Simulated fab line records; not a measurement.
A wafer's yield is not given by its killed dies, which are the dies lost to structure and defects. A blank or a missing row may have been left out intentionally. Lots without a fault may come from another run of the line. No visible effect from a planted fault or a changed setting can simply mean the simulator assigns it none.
Which of the tools did it?    flow nand_harc    18 wafers from 6 lots sampled at 5 of the route's 1302 steps

WHAT THE GAUGES SHOWED, per wafer
NHARC_END_SORT_01.
lot   measured      on         killed_at_array
L490  day 28 07:35  prober-01  665 666 666
L492  day 28 20:31  prober-02  672 675 672

EACH LOT AND THE TOOL THAT RAN IT (in order: tool; ch and the chambers of the sampled wafers; start)
lot   NHARC_A_STAIRCASE_DESCUM_186        NHARC_A_STAIRCASE_TRIM_191          NHARC_A_STAIRCASE_ETCH_194                     NHARC_A_STAIRCASE_ETCH_203
L482  rie_diel-04 ch 0,3, day 16 17:04    rie_diel-04 ch 2,3, day 16 17:37    rie_diel-04 ch 1,3, no start                   rie_diel-10 ch 0,1,2, no start
L486  rie_diel-10 ch 0,2,3, day 17 22:53  rie_diel-10 ch 1,2,3, day 17 23:26  rie_diel-10 ch 0,2, no start                   rie_diel-10 ch 0,1,3, no start
L490  rie_diel-04 ch 0,1, day 19 22:21    rie_diel-04 ch 0,3, day 19 22:53    rie_diel-04 ch 0,1, day 28 07:35 or earlier    rie_diel-10 ch 0,2, day 28 07:35 or earlier
L492  rie_diel-10 ch 0,2,3, day 20 05:23  rie_diel-10 ch 0,1,3, day 20 05:56  rie_diel-10 ch 0,1,2, day 28 20:31 or earlier  rie_diel-10 ch 0,2,3, day 28 20:31 or earlier
L501  rie_diel-10 ch 0,3, day 24 05:49    rie_diel-10 ch 1,3, day 24 06:22    rie_diel-10 ch 0,2,3, no start                 rie_diel-04 ch 1,2,3, no start
L503  rie_diel-04 ch 0,2, day 25 11:11    rie_diel-04 ch 0,1,2, day 25 11:44  rie_diel-04 ch 0,2, no start                   rie_diel-04 ch 0,1,3, no start
- NHARC_A_STAIRCASE_DESCUM_186: chemistry O2, time 3 s.
- NHARC_A_STAIRCASE_TRIM_191: chemistry O2, time 211.2 s.
- NHARC_A_STAIRCASE_ETCH_194: etches the open film in C4F8/O2, target depth 100 nm, time 40.5 s.
- NHARC_A_STAIRCASE_ETCH_203: etches the open film in C4F8/O2, target depth 100 nm, time 40.5 s.

THE ANSWER, worked out from the rows above alone
Rule: the lots themselves supply what counts as usual. The widest of any qualifying gaps counts: lots, ordered by their means at a reading, are off when they make up no more than a third of the lots, leave a main group of 4 or more, and stand apart from it by 3 or more times the standard deviation of that group's means. A main group is skipped when, at the precision printed for the reading in the tables above, its means are all equal. Also off: a lot with no number at a reading for which 4 or more lots have one. All remaining lots with rows at the step are treated as sound.
None of the lots is off at any reading shown; this tells nothing.

WHAT THE SIMULATOR HAD INSERTED
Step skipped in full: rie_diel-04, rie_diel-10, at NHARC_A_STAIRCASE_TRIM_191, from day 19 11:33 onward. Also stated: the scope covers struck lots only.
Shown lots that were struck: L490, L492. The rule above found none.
